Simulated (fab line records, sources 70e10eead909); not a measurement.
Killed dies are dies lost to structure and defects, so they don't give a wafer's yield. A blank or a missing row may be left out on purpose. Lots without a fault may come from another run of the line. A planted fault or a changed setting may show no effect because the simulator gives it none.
Chamber matching | flow nand_harc | NHARC_P_M2_STRIP_18 on rie_diel-03: 4 sister chambers
The step strips in N2/H2. 27 wafers are shown with their chamber, then 12 later ones without.

WAFERS WITH THEIR CHAMBER
wafer  | chamber | showerhead_plenum_p_Torr (Torr) | drypump_motor_current_A (A) | rf_vpp_V (V)
L074.1 | 0       | 1.98                            | 5.5                         | 91.9
L074.3 | 2       | 2.20                            | 6.6                         | 91.4
L074.6 | 1       | 1.90                            | 5.6                         | 90.4
L075.2 | 1       | 1.90                            | 5.6                         | 89.2
L075.3 | 0       | 1.98                            | 5.5                         | 90.1
L075.4 | 2       | 2.20                            | 6.6                         | 91.1
L077.1 | 1       | 1.90                            | 5.6                         | 88.5
L077.4 | 1       | 1.90                            | 5.6                         | 90.3
L077.5 | 0       | 1.98                            | 5.5                         | 90.5
L078.2 | 0       | 1.98                            | 5.5                         | 91.3
L078.3 | 1       | 1.90                            | 5.7                         | 88.9
L078.5 | 2       | 2.20                            | 6.6                         | 91.7
L079.2 | 1       | 1.90                            | 5.6                         | 90.0
L079.3 | 2       | 2.20                            | 6.6                         | 92.2
L079.5 | 1       | 1.90                            | 5.6                         | 90.0
L080.1 | 0       | 1.98                            | 5.5                         | 90.4
L080.2 | 1       | 1.90                            | 5.6                         | 89.5
L080.5 | 0       | 1.98                            | 5.5                         | 90.2
L082.1 | 3       | 1.98                            | 5.3                         | 90.1
L082.4 | 2       | 2.20                            | 6.6                         | 92.7
L082.6 | 0       | 1.98                            | 5.5                         | 90.4
L083.2 | 1       | 1.89                            | 5.6                         | 90.2
L083.3 | 0       | 1.98                            | 5.5                         | 90.5
L083.6 | 3       | 1.98                            | 5.2                         | 90.3
L085.2 | 0       | 1.98                            | 5.5                         | 89.0
L085.5 | 0       | 1.98                            | 5.5                         | 91.3
L085.6 | 1       | 1.89                            | 5.6                         | 89.5

SIGNATURES (means of the wafers above)
reading                  | chamber 0 | chamber 1 | chamber 2 | chamber 3 | scatter within a chamber
showerhead_plenum_p_Torr | 1.9800    | 1.8980    | 2.2000    | 1.9800    | 0.00264
drypump_motor_current_A  | 5.500     | 5.610     | 6.600     | 5.250     | 0.0247
rf_vpp_V                 | 90.560    | 89.650    | 91.820    | 90.200    | 0.693
Rule: a wafer's distance from a chamber is the root of the sum, over the readings, of the square of ((its reading less the chamber's mean) divided by the reading's scatter). The wafer belongs to the nearest chamber; if the next one is less than 2 further off, it can't be placed. The scatter: the root of (the sum of the squares of (reading less its chamber's mean) over the shown wafers, divided by (wafers less chambers)).

WAFERS WITHOUT THEIR CHAMBER
wafer  | showerhead_plenum_p_Torr (Torr) | drypump_motor_current_A (A) | rf_vpp_V (V)
L086.2 | 1.98                            | 5.5                         | 89.2
L086.4 | 1.98                            | 5.2                         | 91.4
L086.5 | 2.20                            | 6.6                         | 91.7
L087.2 | 2.20                            | 6.6                         | 91.4
L087.3 | 1.89                            | 5.6                         | 88.7
L087.4 | 1.98                            | 5.3                         | 92.5
L094.2 | 2.20                            | 6.6                         | 91.7
L094.5 | 1.97                            | 5.5                         | 90.5
L094.6 | 1.98                            | 5.3                         | 89.4
L095.1 | 1.89                            | 5.6                         | 90.3
L095.4 | 1.97                            | 5.5                         | 91.6
L095.5 | 2.20                            | 6.6                         | 92.3

WHICH CHAMBER EACH WENT THROUGH
wafer  | from the rows above | in truth
L086.2 | 0                   | 0
L086.4 | 3                   | 3
L086.5 | 2                   | 2
L087.2 | 2                   | 2
L087.3 | 1                   | 1
L087.4 | 3                   | 3
L094.2 | 2                   | 2
L094.5 | 0                   | 0
L094.6 | 3                   | 3
L095.1 | 1                   | 1
L095.4 | 0                   | 0
L095.5 | 2                   | 2
Placed correctly: 12 of 12. Can't be placed from these rows: 0. Placed wrongly: 0.
